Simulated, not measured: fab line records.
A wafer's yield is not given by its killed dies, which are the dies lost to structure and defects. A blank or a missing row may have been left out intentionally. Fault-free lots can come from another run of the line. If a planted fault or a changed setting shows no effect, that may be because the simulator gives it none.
A lot that was struck, set against a sound lot    flow nandHarc    15 steps out of a route of 1302
Sound: these wafers, L800.1, L800.3, L800.6. Struck: wafers L793.1, L793.3, L793.5. At the end, the cause is stated.
Each step with rows lists, per side, the tool, then ch with its chambers, then its first start. Under that, the readings that differ: sound wafers    struck wafers    difference of the means    sigmas: that difference in standard deviations of wafers without a fault.
alike: readings whose means differ by less than 2 such deviations, and words and numbers that are the same on both sides. not compared: withheld readings, readings that some wafer has no value for, bounds like >300 that may hide the same value, and numbers for which the record gives no deviation and whose values overlap.
Wherever a step has rows on one side only, a row that says differs or no value, or a row with sigmas, the two part there. Numbers that don't overlap but have no deviation are shown without sigmas and don't part them. A reading that every wafer of one side lacks parts them only if that side has two wafers or more.

NHARC_A_CHANNEL_HOLE_D1_ETCH_19: etches the open film in C4F8/O2/Ar, time 34.5 s.
  sound on harEtch-01 ch 0,1, day 16 13:59; struck on harEtch-02 ch 0, day 13 19:19
  alike: drypumpMotorCurrentA, showerheadPlenumPTorr, throttleValvePct
  not compared: rfHoursCounterH
NHARC_A_CHANNEL_HOLE_D1_ETCH_20: etches the open film in C4F8/O2/Ar, time 361.9 s, target depth 1600 nm.
  sound on harEtch-01 ch 0,1, day 16 14:08; struck on harEtch-02 ch 0, day 13 19:27
  alike: drypumpMotorCurrentA, showerheadPlenumPTorr, throttleValvePct
  not compared: rfHoursCounterH
then, 5 steps without rows for these wafers: NHARC_A_CHANNEL_HOLE_D1_ETCH_21 (etches the open film in C4F8/O2/Ar, time 514.3 s, target depth 1600 nm); NHARC_A_CHANNEL_HOLE_D1_ETCH_22 (etches the open film in C4F8/O2/Ar, time 666.7 s, target depth 1600 nm); NHARC_A_CHANNEL_HOLE_D1_ETCH_23 (etches the open film in C4F8/O2/Ar, time 819 s, target depth 1600 nm); NHARC_A_CHANNEL_HOLE_D1_ETCH_24 (etches the open film in C4F8/O2/Ar, time 906.2 s, target depth 1500 nm); NHARC_A_CHANNEL_HOLE_D1_ETCH_25 (etches the open film in C4F8/O2/Ar, time 1040.2 s, target depth 1500 nm).
NHARC_A_CHANNEL_HOLE_D1_ETCH_26: etches the open film in C4F8/O2/Ar, time 224.1 s, target depth 300 nm.
  sound on harEtch-01 ch 0,1, day 16 17:46; struck on harEtch-02 ch 0, day 13 23:08
  alike: drypumpMotorCurrentA, showerheadPlenumPTorr, throttleValvePct
  not compared: rfHoursCounterH
NHARC_A_CHANNEL_HOLE_D1_ETCH_33: etches the open film in C4F8/O2/Ar, time 90 s, target depth 400 nm.
  sound on harEtch-01 ch 0,1, day 16 17:58; struck on harEtch-02 ch 0, day 13 23:20
  alike: drypumpMotorCurrentA, showerheadPlenumPTorr, throttleValvePct
  not compared: rfHoursCounterH
then, 3 steps without rows for these wafers: NHARC_A_CHANNEL_HOLE_D1_STRIP_41 (strips in N2/H2); NHARC_A_CHANNEL_HOLE_D1_STRIP_42 (strips in CF4/CHF3); NHARC_A_CHANNEL_HOLE_D1_STRIP_43 (strips in O2/COS).
NHARC_A_CHANNEL_HOLE_D1_ETCH_44: etches the open film in CF4/O2, target depth 140 nm, overetch 14 nm, time 77 s.
  sound on rieDiel-04 ch 1,2, day 16 18:41; struck on rieDiel-04 ch 0,2, day 14 00:04
reading                       sound                 struck                difference  sigmas
cf4FlowSccm (sccm)            79.98 80.22 79.72     95.92 95.90 96.15     +16.02      +67
oes_f_703_au (a.u.)           0.999 0.994 1.000     0.939 0.942 0.940     -0.057      -14
oes_o_777_au (a.u.)           1.000 0.999 0.998     0.816 0.820 0.813     -0.183      -42
showerheadPlenumPTorr (Torr)  1.37 1.36 1.37        1.51 1.48 1.48        +0.12       +2
throttleValvePct (%)          13.406 13.402 13.406  14.370 14.349 14.346  +0.950      +99 or more
  alike: drypumpMotorCurrentA, oesProductAu, rfVppV
  not compared: rfHoursCounterH
NHARC_A_CHANNEL_HOLE_D1_STRIP_27: strips in O2.
  sound on rieDiel-04 ch 0,1,3; struck on rieDiel-04 ch 2,3
  alike: drypumpMotorCurrentA, oesProductAu, rfVppV, showerheadPlenumPTorr, throttleValvePct
  not compared: rfHoursCounterH
-- break in the record here, with 17 days between the starts of the struck wafers on either side (left off in module A_CHANNEL_HOLE_D1, picked up again in module END, where the first step shown is number 1302 on the route) --
NHARC_END_SORT_01:
  sound on prober-01 ch 0, day 32 11:40; struck on prober-02 ch 0, day 30 19:57
reading            sound     struck    difference  sigmas
killedAtPeriphery  2 2 4     13 7 8    +7          +3
killedDies         41 32 25  83 66 75  +42         +2
  alike: killedAtArray, killedAtOther, killedOpen, killedShort

== WHERE THEY PART ==
Earliest at NHARC_A_CHANNEL_HOLE_D1_ETCH_44; latest, in this record, at NHARC_END_SORT_01.

WHY: the cause the simulator had injected
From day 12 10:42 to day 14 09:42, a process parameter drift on rieDiel-04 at NHARC_A_CHANNEL_HOLE_D1_ETCH_44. Setting cf4FlowSccm, moved by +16, from 80. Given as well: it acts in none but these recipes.
